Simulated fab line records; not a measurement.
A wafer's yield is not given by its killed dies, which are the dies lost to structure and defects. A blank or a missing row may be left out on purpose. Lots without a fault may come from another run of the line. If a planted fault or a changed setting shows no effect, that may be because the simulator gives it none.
What tool caused it? || flow n5_finfet || Sampling: 11 lots, 33 wafers, 4 of 1938 route steps

WHAT EACH GAUGE READ, for each wafer
N5_PASSIVATION_OVL_MEAS_66.
{"lot": "L114", "measured": "day 12 05:53", "on": "overlay-02", "PASS_OPEN_OVL (nm)": "1 1 2"}
{"lot": "L113", "measured": "day 12 03:56", "on": "overlay-01", "PASS_OPEN_OVL (nm)": "4 0 3"}
{"lot": "L115", "measured": "day 12 10:44", "on": "overlay-02", "PASS_OPEN_OVL (nm)": "6 5 3"}
{"lot": "L117", "measured": "day 13 01:00", "on": "overlay-01", "PASS_OPEN_OVL (nm)": "-5 -2 -2"}
{"lot": "L118", "measured": "day 13 01:21", "on": "overlay-01", "PASS_OPEN_OVL (nm)": "-1 -9 0"}
{"lot": "L119", "measured": "day 13 03:37", "on": "overlay-02", "PASS_OPEN_OVL (nm)": "-5 0 -4"}
{"lot": "L120", "measured": "day 13 10:48", "on": "overlay-01", "PASS_OPEN_OVL (nm)": "-7 4 -2"}
{"lot": "L128", "measured": "day 15 09:38", "on": "overlay-01", "PASS_OPEN_OVL (nm)": "-4 -5 -8"}
{"lot": "L130", "measured": "day 15 13:46", "on": "overlay-02", "PASS_OPEN_OVL (nm)": "0 -7 0"}
{"lot": "L136", "measured": "day 18 00:58", "on": "overlay-01", "PASS_OPEN_OVL (nm)": "-13 -13 -8"}
{"lot": "L135", "measured": "day 18 23:20", "on": "overlay-01", "PASS_OPEN_OVL (nm)": "-5 -3 -13"}

WHICH TOOL RAN EACH LOT (tool, then ch and the chambers of the sampled wafers, then the start)
{"lot": "L114", "N5_BEOL_M6_PECVD_70": "pecvd-04 ch 0,2, day 8 15:01", "N5_MIM_TOP_ETCH_ETCH_00": "rie_metal-03 ch 0,1, day 11 23:12", "N5_PASSIVATION_AL_ETCH_33": "rie_metal-01 ch 1, day 12 04:17"}
{"lot": "L113", "N5_BEOL_M6_PECVD_70": "pecvd-01 ch 0,1,2, day 8 20:23", "N5_MIM_TOP_ETCH_ETCH_00": "rie_metal-01 ch 0,1, day 11 22:07", "N5_PASSIVATION_AL_ETCH_33": "rie_metal-01 ch 0,1, day 12 02:28"}
{"lot": "L115", "N5_BEOL_M6_PECVD_70": "pecvd-03 ch 1,2, day 8 20:41", "N5_MIM_TOP_ETCH_ETCH_00": "rie_metal-01 ch 0,1, day 12 03:02", "N5_PASSIVATION_AL_ETCH_33": "rie_metal-02 ch 0,1, day 12 09:16"}
{"lot": "L117", "N5_BEOL_M6_PECVD_70": "pecvd-01 ch 0,1,2, day 9 13:46", "N5_MIM_TOP_ETCH_ETCH_00": "rie_metal-03 ch 0,1, day 12 17:25", "N5_PASSIVATION_AL_ETCH_33": "rie_metal-01 ch 0,1, day 12 23:25"}
{"lot": "L118", "N5_BEOL_M6_PECVD_70": "pecvd-04 ch 0,1, day 9 14:03", "N5_MIM_TOP_ETCH_ETCH_00": "rie_metal-01 ch 0,1, day 12 17:32", "N5_PASSIVATION_AL_ETCH_33": "rie_metal-02 ch 0,1, day 12 23:37"}
{"lot": "L119", "N5_BEOL_M6_PECVD_70": "pecvd-01 ch 1,2, day 9 20:27", "N5_MIM_TOP_ETCH_ETCH_00": "rie_metal-02 ch 0,1, day 12 19:50", "N5_PASSIVATION_AL_ETCH_33": "rie_metal-03 ch 0,1, day 13 01:51"}
{"lot": "L120", "N5_BEOL_M6_PECVD_70": "pecvd-01 ch 0,2, day 10 09:07", "N5_MIM_TOP_ETCH_ETCH_00": "rie_metal-03 ch 0,1, day 13 04:47", "N5_PASSIVATION_AL_ETCH_33": "rie_metal-03 ch 0,1, day 13 09:05"}
{"lot": "L128", "N5_BEOL_M6_PECVD_70": "pecvd-01 ch 0,1, day 11 22:34", "N5_MIM_TOP_ETCH_ETCH_00": "rie_metal-03 ch 0,1, day 15 00:45", "N5_PASSIVATION_AL_ETCH_33": "rie_metal-01 ch 1, day 15 07:30"}
{"lot": "L130", "N5_BEOL_M6_PECVD_70": "pecvd-01 ch 0,2, day 12 11:13", "N5_MIM_TOP_ETCH_ETCH_00": "rie_metal-02 ch 1, day 15 07:46", "N5_PASSIVATION_AL_ETCH_33": "rie_metal-01 ch 0,1, day 15 12:14"}
{"lot": "L136", "N5_BEOL_M6_PECVD_70": "pecvd-03 ch 0,1,2, day 14 00:59", "N5_MIM_TOP_ETCH_ETCH_00": "rie_metal-01 ch 1, day 17 16:44", "N5_PASSIVATION_AL_ETCH_33": "rie_metal-03 ch 1, day 17 23:16"}
{"lot": "L135", "N5_BEOL_M6_PECVD_70": "pecvd-04 ch 0,1, day 14 22:13", "N5_MIM_TOP_ETCH_ETCH_00": "rie_metal-02 ch 0,1, day 18 16:44", "N5_PASSIVATION_AL_ETCH_33": "rie_metal-02 ch 0,1, day 18 21:37"}
- N5_BEOL_M6_PECVD_70: deposits SiO2 from TEOS/O2, target thk 20 nm, time 22.7 s.
- N5_MIM_TOP_ETCH_ETCH_00: etches TiN in Cl2/BCl3, target depth 38.5 nm.
- N5_PASSIVATION_AL_ETCH_33: etches Al in Cl2/BCl3, stops on TaN, target depth 2800 nm, time 466.7 s.

THE ANSWER, worked out from the rows above alone
Rule: usual is defined by the lots themselves. The widest of any qualifying gaps counts: lots, ordered by their means at a reading, are off when they make up no more than a third of the lots, leave a main group of 4 or more, and stand apart from it by 3 or more times the standard deviation of that group's means. The tables above print the reading to a certain number of digits; a main group whose means all agree to those digits is not used. A lot without any number at a reading at which 4 lots or more have one is off too. All remaining lots with rows at the step are treated as sound.
No lot is off on any of the readings shown, so nothing can be concluded from this.

WHAT THE SIMULATOR HAD PUT IN
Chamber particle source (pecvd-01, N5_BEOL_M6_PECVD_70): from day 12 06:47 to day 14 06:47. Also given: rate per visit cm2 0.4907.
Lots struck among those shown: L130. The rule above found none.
